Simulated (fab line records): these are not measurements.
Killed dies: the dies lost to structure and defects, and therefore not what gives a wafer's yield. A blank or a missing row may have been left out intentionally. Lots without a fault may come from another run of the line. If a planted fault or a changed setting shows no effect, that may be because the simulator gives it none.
Lot-split experiment | flow n5_finfet | 39 wafers read from 7 lots, route of 1938 steps

THE SPLIT ITSELF
At N5_GATE_CUT_ETCH_37 (etches SOC in N2/H2, target depth 60 nm, overetch 12 nm, time 90 s), the setting bias_w was moved away from the recipe's 150 W on 9 of the 39 wafers read, by -15.7% to +8.7%. The other wafers ran this setting at the recipe's value.

The reading comes from the split's own step.

THE READING
rf_vpp_V, in V, at N5_GATE_CUT_ETCH_37 (etches SOC in N2/H2, target depth 60 nm, overetch 12 nm, time 90 s). A value of 524.7 V with a standard deviation of 2.2 V is what fault-free wafers of this fab line usually give.

wafer  | tool, chamber at the split | bias_w as run, W | against the recipe | rf_vpp_V, V | against lot-mates on the recipe
L074.1 | rie_diel-05, 3             | 126.4            | -15.7%             | 466.4       | -59.3
L074.2 | rie_diel-05, 2             | 126.4            | -15.7%             | 467.6       | -58.1
L074.3 | rie_diel-05, 0             | 150              | recipe             | 526.0       | -
L074.4 | rie_diel-05, 1             | 150              | recipe             | 525.3       | -
L074.5 | rie_diel-05, 1             | 150              | recipe             | 525.9       | -
L074.6 | rie_diel-05, 2             | 126.4            | -15.7%             | 467.8       | -57.9
L082.1 | rie_diel-04, 0             | 150              | recipe             | 525.6       | -
L082.2 | rie_diel-04, 3             | 150              | recipe             | 522.7       | -
L082.3 | rie_diel-04, 1             | 150              | recipe             | 527.5       | -
L082.4 | rie_diel-04, 0             | 150              | recipe             | 527.2       | -
L082.5 | rie_diel-04, 3             | 150              | recipe             | 522.5       | -
L082.6 | rie_diel-04, 1             | 150              | recipe             | 525.4       | -
L084.1 | rie_diel-05, 2             | 150              | recipe             | 519.8       | -
L084.2 | rie_diel-05, 3             | 150              | recipe             | 521.1       | -
L084.3 | rie_diel-05, 1             | 150              | recipe             | 525.8       | -
L084.4 | rie_diel-05, 0             | 150              | recipe             | 525.7       | -
L084.5 | rie_diel-05, 2             | 150              | recipe             | 521.0       | -
L084.6 | rie_diel-05, 1             | 150              | recipe             | 524.3       | -
L087.1 | rie_diel-05, 2             | 150              | recipe             | 520.2       | -
L087.2 | rie_diel-05, 0             | 150              | recipe             | 525.1       | -
L087.3 | rie_diel-05, 3             | 150              | recipe             | 520.3       | -
L087.4 | rie_diel-05, 1             | 150              | recipe             | 524.9       | -
L087.5 | rie_diel-05, 2             | 150              | recipe             | 521.2       | -
L087.6 | rie_diel-05, 1             | 150              | recipe             | 525.5       | -
L092.1 | rie_diel-02, 3             | 159.8            | +6.5%              | 549.8       | +25.3
L092.2 | rie_diel-02, 1             | 150              | recipe             | 526.0       | -
L092.3 | rie_diel-02, 0             | 150              | recipe             | 522.7       | -
L092.4 | rie_diel-02, 2             | 159.8            | +6.5%              | 546.1       | +21.6
L092.5 | rie_diel-02, 2             | 159.8            | +6.5%              | 548.1       | +23.6
L092.6 | rie_diel-02, 1             | 150              | recipe             | 524.9       | -
L076.3 | rie_diel-04, 1             | 150              | recipe             | 527.4       | -
L076.4 | rie_diel-04, 0             | 150              | recipe             | 525.7       | -
L076.6 | rie_diel-04, 3             | 150              | recipe             | 523.6       | -
L095.1 | rie_diel-04, 2             | 163              | +8.7%              | 552.5       | +27.8
L095.2 | rie_diel-04, 3             | 163              | +8.7%              | 549.7       | +25.0
L095.3 | rie_diel-04, 0             | 150              | recipe             | 525.9       | -
L095.4 | rie_diel-04, 2             | 150              | recipe             | 524.8       | -
L095.5 | rie_diel-04, 3             | 150              | recipe             | 523.3       | -
L095.6 | rie_diel-04, 0             | 163              | +8.7%              | 555.4       | +30.7

THE FIT
A straight line over all 39 wafers: rf_vpp_V changes by +3.55 V for each +1% of bias_w; r = +0.99; the points scatter about the line by 2.3 V.
The same after taking each lot's own level away (the mean of its wafers on the recipe; 39 wafers): +3.6 V for each +1%; r = +0.99; scatter 2.1 V.
That fit puts the effect of the largest move of bias_w on the reading at 57 V.
Measured against the standard deviation above, the lots' own levels, which go from 522.87 to 525.73 V, span 1.3 times it.
So the lot-to-lot level changes the slope little: the two slopes agree.
Check: for one of the wafers moved furthest among these (-15.7%), held out of the fit, the line's prediction against its lot-mates is -56.2 V. Against them it came out at -59.3 V.
Tool readings at the split's step, against how far the setting was moved: rf_vpp_V r = +0.99.

FURTHER SPLITS ON THESE WAFERS
Note: prior to the reading, these wafers also went through further splits. Each is held against what the fit with the lots' levels taken away leaves over:
other split on the same wafers       | wafers away from the commonest value | r with rf_vpp_V (lot level and that fit taken away)
N5_FIN_SAQP_FIN_ETCH_36 icp_w        | 15                                   | +0.19
N5_DUMMY_GATE_HM_DEP_06 target_thk_a | 12                                   | +0.17
N5_DUMMY_GATE_ETCH_37 source_w       | 15                                   | -0.08

THE WHOLE CHAIN: every reading that the file lists as answering this split, in the file's order
step                | what it does                                                       | reading                                                                           | change (the file's fit)                | r (the file's)
N5_GATE_CUT_ETCH_37 | etches SOC in N2/H2, target depth 60 nm, overetch 12 nm, time 90 s | rf_vpp_V                                                                          | +3.6 V for each +1% of the setting     | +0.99
N5_GATE_CUT_ETCH_37 | etches SOC in N2/H2, target depth 60 nm, overetch 12 nm, time 90 s | SiARC_of_GATE_CUT_COAT_35.thk_nm (the simulator's own value, which no gauge read) | -0.0552 nm for each +1% of the setting | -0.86

FILE'S OWN FIT
rf_vpp_V changes by +3.6 V for each +1% of bias_w, r = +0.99.
